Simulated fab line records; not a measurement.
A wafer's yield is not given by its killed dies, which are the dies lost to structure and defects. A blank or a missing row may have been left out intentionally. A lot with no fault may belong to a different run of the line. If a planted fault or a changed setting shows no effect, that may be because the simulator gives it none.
Struck lot and sound lot, side by side -- flow nand-harc -- 14 out of 1159 route steps
Sound: these wafers, L895.3, L895.4, L895.5. Wafers struck: L886.3, L886.4, L886.5. Last of all comes the cause.
Per side, at each step with rows, come the tool, then ch with its chambers, and then its first start. Under that, the readings that differ: sound wafers -- struck wafers -- difference of the means -- sigmas: that difference in standard deviations of wafers without a fault.
alike: readings whose means differ by less than 2 such deviations, and words and numbers that are the same on both sides. not compared: withheld readings, readings that some wafer has no value for, bounds like >300 that may hide the same value, and numbers for which the record gives no deviation and whose values overlap.
Wherever a step has rows on one side only, a row that says differs or no value, or a row with sigmas, the two part there. Numbers that have no deviation but don't overlap get no sigmas and don't part them. Lack of a reading on every wafer of one side parts them only where that side has two or more wafers.

first, 4 steps without rows for these wafers: NHARC_P_GATE_EBR_07; NHARC_P_GATE_EXPOSE_08 (exposes mask P HV); NHARC_P_GATE_PEB_09 (peb time 85 s); NHARC_P_GATE_DEVELOP_10 (time 70 s).
NHARC_P_GATE_CD_MEAS_11: the cd target is 1640 nm.
  sound on cd-sem-03 ch 0, day 8 16:04; struck on cd-sem-02 ch 0, day 6 06:29
  alike: cd-nm
then, 1 step without rows for these wafers: NHARC_P_GATE_HARDBAKE_12 (time 80 s).
NHARC_P_GATE_DESCUM_13: chemistry O2, time 3 s.
  sound on rie-diel-03 ch 0,3, day 8 16:13; struck on rie-diel-12 ch 1,2, day 6 06:40
reading,sound,struck,difference,sigmas
oes-product-au (a.u.),0.995 0.968 0.970,1.001 1.033 1.021,+0.041,+3
  alike: drypump-motor-current-A, rf-vpp-V, showerhead-plenum-p-Torr, throttle-valve-pct
  not compared: rf-hours-counter-h
then, 5 steps without rows for these wafers: NHARC_P_GATE_ETCH_14 (etches SiO2 in dHF, target depth 48.8 nm); NHARC_P_GATE_STRIP_15 (strips in SPM, time 780 s); NHARC_P_GATE_PRECLEAN_71 (cleans in SC1); NHARC_P_GATE_SRD_72; NHARC_P_GATE_OXIDE_16 (material SiO2, target thk 3 nm, ox time 392 s).
NHARC_P_GATE_CVD_17: deposits poly-Si, target thk 150 nm, time 900 s.
  sound on lpcvd-poly-04 ch 0, day 9 01:34; struck on lpcvd-poly-01 ch 0, day 6 18:56
reading,sound,struck,difference,sigmas
spike-tc-bottom-C (C),640.9 641.8 640.3,644.6 646.1 645.4,+4.4,+2
  alike: spike-tc-upper-C
NHARC_P_GATE_HM_DEP_102: deposits aC, target thk 120 nm.
  sound on acl-dep-01 ch 0, day 9 04:24; struck on acl-dep-01 ch 0, day 6 22:07
  alike: susceptor-temp-C, throttle-valve-pct

== WHERE THEY PART ==
Earliest at NHARC_P_GATE_DESCUM_13; latest, in this record, at NHARC_P_GATE_CVD_17. Later steps at which nothing parts them and some readings are alike: NHARC_P_GATE_HM_DEP_102.

WHY: whatever the simulator had introduced
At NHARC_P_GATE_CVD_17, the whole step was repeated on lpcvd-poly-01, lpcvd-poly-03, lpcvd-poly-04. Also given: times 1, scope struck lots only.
